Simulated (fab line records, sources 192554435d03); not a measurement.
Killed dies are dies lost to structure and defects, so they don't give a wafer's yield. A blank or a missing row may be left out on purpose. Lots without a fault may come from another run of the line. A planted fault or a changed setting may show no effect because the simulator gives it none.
Split-lot experiment | flow n5_finfet | 7 lots, 21 wafers read, on a route of 1938 steps

THE SPLIT
At N5_BEOL_M6_TRENCH_ETCH_37 (etches SiCOH lowk in C4F6/O2, target depth 94.435 nm, time 31.5 s), the setting bias_w was moved away from the recipe's 185 W on 9 of the 21 wafers read, by -15.3% to +17.8%. The other wafers ran this setting at the recipe's value.

The reading is taken at the split's own step.

THE READING
rf_vpp_V, in V, at N5_BEOL_M6_TRENCH_ETCH_37 (etches SiCOH lowk in C4F6/O2, target depth 94.435 nm, time 31.5 s). Fault-free wafers of this fab line usually give 668 V, standard deviation 9.3 V.

wafer  | tool, chamber at the split | bias_w as run, W | against the recipe | rf_vpp_V, V | against lot-mates on the recipe
L076.1 | rie_diel-03, 0             | 185              | recipe             | 668         | -
L076.2 | rie_diel-03, 3             | 185              | recipe             | 679         | -
L076.5 | rie_diel-03, 1             | 174.5            | -5.7%              | 630         | -44
L080.3 | rie_diel-01, 2             | 172.2            | -6.9%              | 615         | -47
L080.5 | rie_diel-01, 2             | 172.2            | -6.9%              | 615         | -47
L080.6 | rie_diel-01, 1             | 185              | recipe             | 662         | -
L088.2 | rie_diel-03, 3             | 217.7            | +17.7%             | 773         | +110
L088.5 | rie_diel-03, 0             | 217.7            | +17.7%             | 761         | +98
L088.6 | rie_diel-03, 1             | 185              | recipe             | 663         | -
L089.2 | rie_diel-06, 0             | 185              | recipe             | 678         | -
L089.5 | rie_diel-06, 1             | 185              | recipe             | 654         | -
L089.6 | rie_diel-06, 0             | 185              | recipe             | 677         | -
L092.1 | rie_diel-06, 2             | 185              | recipe             | 682         | -
L092.3 | rie_diel-06, 3             | 156.7            | -15.3%             | 580         | -88
L092.4 | rie_diel-06, 1             | 185              | recipe             | 653         | -
L095.1 | rie_diel-06, 3             | 197.5            | +6.8%              | 697         | +37
L095.4 | rie_diel-06, 2             | 197.5            | +6.8%              | 717         | +57
L095.6 | rie_diel-06, 3             | 185              | recipe             | 660         | -
L097.2 | rie_diel-01, 1             | 185              | recipe             | 671         | -
L097.3 | rie_diel-01, 2             | 217.9            | +17.8%             | 740         | +69
L097.6 | rie_diel-01, 1             | 185              | recipe             | 671         | -

THE FIT
A straight line over all 21 wafers: rf_vpp_V changes by +5.51 V for each +1% of bias_w; r = +0.97; the points scatter about the line by 11 V.
The same after taking each lot's own level away (the mean of its wafers on the recipe; 21 wafers): +5.61 V for each +1%; r = +0.97; scatter 11 V.
On that fit, the largest move of bias_w shifts the reading by 1e+02 V.
The lots' own levels span 660.0 to 673.5 V, that is 1.5 times the standard deviation above.
So the lot-to-lot level changes the slope little: the two slopes agree.
Check: with one of the wafers moved furthest among these (+17.8%) left out of the fit, the line predicts +108 V for it against its lot-mates. It came out at +69 V against them.
Tool readings at the split's step, against how far the setting was moved: rf_vpp_V r = +0.97.

OTHER SPLITS ON THESE WAFERS
These wafers also went through other splits before the reading. Each is held against what the fit with the lots' levels taken away leaves over:
other split on the same wafers   | wafers away from the commonest value | r with rf_vpp_V (lot level and that fit taken away)
N5_BEOL_M3_COAT_22 spin_rpm      | 10                                   | +0.03
N5_BEOL_M4_EXPOSE_08 dose_mj     | 8                                    | -0.12
N5_BEOL_M4_ETCH_64 bias_w        | 7                                    | +0.08
N5_BEOL_M4_TRENCH_ETCH_37 bias_w | 8                                    | +0.33
N5_BEOL_M5_ETCH_68 time_s        | 7                                    | -0.14
N5_BEOL_M5_VIA_ETCH_34 source_w  | 7                                    | +0.26

THE FILE'S OWN FIT
rf_vpp_V changes by +5.34 V for each +1% of bias_w, r = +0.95.
